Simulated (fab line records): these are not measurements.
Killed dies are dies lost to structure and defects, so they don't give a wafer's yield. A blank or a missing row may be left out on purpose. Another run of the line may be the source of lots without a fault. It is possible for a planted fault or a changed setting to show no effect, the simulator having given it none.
The tool behind it: which one?    flow nand-harc    Sampling: 11 lots, 33 wafers, 4 of 1302 route steps

## WHAT EACH GAUGE READ, for each wafer
NHARC_P_GATE_CD_MEAS_46 targets a cd of 720 nm.
lot   measured      on         cd-nm (nm)
L589  day 5 18:35   cd-sem-03  719.0 720.7 718.3
L591  day 6 08:29   cd-sem-02  719.2 720.1 722.3
L592  day 6 22:08   cd-sem-01  718.6 720.4 720.7
L594  day 7 17:43   cd-sem-01  - - -
L602  day 10 19:40  cd-sem-02  722.9 723.5 722.2
L603  day 11 19:37  cd-sem-03  723.6 720.4 720.7
L607  day 13 01:12  cd-sem-01  720.5 723.1 717.8
L608  day 13 13:42  cd-sem-02  720.5 721.6 718.1
L609  day 14 05:02  cd-sem-02  719.3 718.5 716.1
L611  day 14 13:28  cd-sem-03  721.2 721.3 720.2
L612  day 14 23:30  cd-sem-01  717.6 718.9 720.3

## EACH LOT AND THE TOOL THAT RAN IT (in order: tool; ch and the chambers of the sampled wafers; start)
lot   NHARC_P_STI_ETCH_42                 NHARC_P_GATE_ETCHBACK_37                       NHARC_P_GATE_EXPOSE_43
L589  rie-diel-04 ch 0,1,3, day 3 01:02   rie-diel-06 ch 0,1, day 5 18:26 or earlier     krf-scanner-01 ch 0, day 5 18:26
L591  rie-diel-04 ch 1,2, day 3 14:57     rie-diel-06 ch 1,2,3, day 6 08:20 or earlier   krf-scanner-02 ch 0, day 6 08:20
L592  rie-diel-12 ch 0,1,2, day 4 01:23   rie-diel-13 ch 0,2,3, day 6 21:58 or earlier   krf-scanner-02 ch 0, day 6 21:58
L594  rie-diel-11 ch 0,2,3, day 4 22:49   rie-diel-13 ch 0,1,3, day 7 17:34 or earlier   krf-scanner-01 ch 0, day 7 17:34
L602  rie-diel-12 ch 0,1,3, day 8 05:12   rie-diel-13 ch 0,1,2, day 10 19:31 or earlier  krf-scanner-02 ch 0, day 10 19:31
L603  rie-diel-11 ch 0,1,2, day 8 15:53   rie-diel-13 ch 0,3, day 11 19:28 or earlier    krf-scanner-01 ch 0, day 11 19:28
L607  rie-diel-12 ch 0,2,3, day 10 09:10  rie-diel-06 ch 0,3, day 13 01:02 or earlier    krf-scanner-01 ch 0, day 13 01:02
L608  rie-diel-11 ch 0,1,2, day 10 21:49  rie-diel-06 ch 0,1, day 13 13:33 or earlier    krf-scanner-03 ch 0, day 13 13:33
L609  rie-diel-12 ch 2,3, day 11 07:56    rie-diel-08 ch 0,1,3, day 14 04:52 or earlier  krf-scanner-03 ch 0, day 14 04:52
L611  rie-diel-11 ch 1,3, day 12 00:49    rie-diel-13 ch 1,2,3, day 14 13:19 or earlier  krf-scanner-02 ch 0, day 14 13:19
L612  rie-diel-04 ch 0,1,2, day 12 09:13  rie-diel-13 ch 0,1,3, day 14 23:20 or earlier  krf-scanner-01 ch 0, day 14 23:20
- NHARC_P_STI_ETCH_42: etches the open film in N2/H2, target depth 80 nm, overetch 24 nm, time 61 s.
- NHARC_P_GATE_ETCHBACK_37: etches the open film in CHF3/O2, target depth 34.5 nm, time 17.2 s.
- NHARC_P_GATE_EXPOSE_43: exposes mask P NSD, target cd 720 nm.

## THE ANSWER, worked out from the rows above alone
Rule: usual is defined by the lots themselves. The widest of any qualifying gaps counts: lots, ordered by their means at a reading, are off when they make up no more than a third of the lots, leave a main group of 4 or more, and stand apart from it by 3 or more times the standard deviation of that group's means. A main group whose means are all the same, to the digits that the tables above print for the reading, isn't used. Also off: a lot with no number at a reading for which 4 or more lots have one. The other lots that the step has rows for count as sound.
Off: L594 (NHARC_P_GATE_CD_MEAS_46, cd-nm). Without a number there: L594. The main group has a mean of 720.3 nm with a standard deviation of 1.3.
A tool fits if, at a process step before that reading, it ran every lot that is off, and no sound lot after the first of them. The gauges at NHARC_P_GATE_CD_MEAS_46 are tried like those tools. Because NHARC_P_GATE_ETCHBACK_37 lacks a start for some lots, the hours and order of its lots are taken from NHARC_P_GATE_EXPOSE_43. Of those tried, none fits.

## WHAT WAS PUT IN BY THE SIMULATOR
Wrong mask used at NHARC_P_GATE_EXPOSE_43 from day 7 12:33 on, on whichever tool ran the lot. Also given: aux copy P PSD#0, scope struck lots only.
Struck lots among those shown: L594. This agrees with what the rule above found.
